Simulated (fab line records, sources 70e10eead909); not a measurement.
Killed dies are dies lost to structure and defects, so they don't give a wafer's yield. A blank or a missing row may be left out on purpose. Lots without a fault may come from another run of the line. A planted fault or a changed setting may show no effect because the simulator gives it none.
Which tool did it? | flow nand_harc | 14 lots, 42 wafers sampled, at 1 step of a route of 1159

WHAT THE GAUGES READ, wafer by wafer
NHARC_A_CONTACT_CD_MEAS_15.
lot  | measured     | on        | cd_nm (nm)
L106 | day 17 12:13 | cd_sem-01 | 89.7 89.7 90.4
L109 | day 17 13:19 | cd_sem-02 | 90.2 89.8 90.6
L108 | day 17 16:10 | cd_sem-02 | 90.3 90.4 91.0
L111 | day 18 19:49 | cd_sem-03 | 90.1 89.5 89.6
L113 | day 19 10:35 | cd_sem-03 | 90.1 90.3 89.8
L117 | day 19 23:41 | cd_sem-01 | 90.9 90.6 91.0
L120 | day 20 16:40 | cd_sem-01 | 90.1 89.2 90.1
L119 | day 20 19:50 | cd_sem-02 | 89.6 89.7 90.2
L123 | day 21 15:39 | cd_sem-01 | 90.6 90.1 90.7
L125 | day 21 16:57 | cd_sem-01 | 90.4 91.2 91.2
L122 | day 22 01:44 | cd_sem-03 | 89.3 89.3 89.7
L126 | day 22 15:08 | cd_sem-02 | 88.7 88.9 88.9
L127 | day 22 18:13 | cd_sem-02 | 90.4 90.8 90.0
L128 | day 23 02:59 | cd_sem-02 | 89.5 89.2 89.9

WHICH TOOL RAN EACH LOT (tool, then ch and the chambers of the sampled wafers, then the start)
The record holds no process step before these readings.

WHAT THE TOOLS THEMSELVES READ (means of the sampled wafers that have a number; where no wafer has one, the mark that the record gives instead)
The record holds no such reading with a usual standard deviation.

THE ANSWER, worked out from the rows above alone
Rule: what is usual is taken from the lots themselves. Put in order of their means at a reading, lots are off if they are a third of the lots or fewer, leave a main group of 4 or more, and stand apart from it by a gap of 3 or more times the standard deviation of the main group's means; of several such gaps the widest counts. A main group whose means are all the same, to the digits that the tables above print for the reading, isn't used. A lot without any number at a reading at which 4 lots or more have one is off too. The other lots that the step has rows for count as sound. The gauges are gone through in route order, then the tools' own readings, and for those a lot's mean is taken as printed above. The first step at which some lot is off is used, and at that step the reading that is off furthest; a lot without a number counts as furthest.
No lot is off at any reading shown: from this, nothing can be told.

WHAT THE SIMULATOR HAD PUT IN
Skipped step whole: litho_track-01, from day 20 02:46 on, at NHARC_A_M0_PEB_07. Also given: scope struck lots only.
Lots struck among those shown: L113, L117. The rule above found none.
